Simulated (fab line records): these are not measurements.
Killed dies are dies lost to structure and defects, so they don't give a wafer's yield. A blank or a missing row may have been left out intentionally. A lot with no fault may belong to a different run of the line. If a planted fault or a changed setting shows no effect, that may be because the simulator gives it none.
Chamber matching    flow nandHarc    3 sister chambers for NHARC_P_M2_PRE_CLEAN_32 on pecvd-02
The step time 12 s. 3 wafers are shown with their chamber, then 9 later ones without.

WAFERS WITH THEIR CHAMBER
wafer   chamber  heaterPowerOuterW (W)
L092.1  2        492
L092.2  0        384
L092.4  1        372

WAFERS WITH NO CHAMBER GIVEN
wafer   heaterPowerOuterW (W)
L094.1  468
L094.4  428
L094.5  460
L095.2  374
L095.5  372
L095.6  425
L096.1  430
L096.3  427
L096.4  453

THE CHAMBER EACH PASSED THROUGH
wafer   from the rows above           in truth
L094.1  can't be placed: 2 or 0       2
L094.4  can't be placed: 0 or 1 or 2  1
L094.5  can't be placed: 2 or 0 or 1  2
L095.2  can't be placed: 1 or 0       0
L095.5  can't be placed: 1 or 0       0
L095.6  can't be placed: 0 or 1 or 2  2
L096.1  can't be placed: 0 or 1 or 2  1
L096.3  can't be placed: 0 or 1 or 2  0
L096.4  can't be placed: 2 or 0 or 1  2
0 of 9 placed correctly. From these rows, 9 cannot be placed; in 9 the true chamber is one of the candidates. Wrongly placed: 0.
How it was worked out, from the rows above alone: a wafer's distance from a chamber is the root of the sum, over the readings, of the square of ((its reading less the chamber's mean) divided by the reading's scatter). The wafer belongs to the nearest chamber; if the next one is less than 2 further off, it can't be placed. Each chamber's mean is taken over the wafers shown for it. The scatter: with one shown wafer a chamber, the root of the mean of the squares of how far each hidden wafer lies from its nearest shown one.
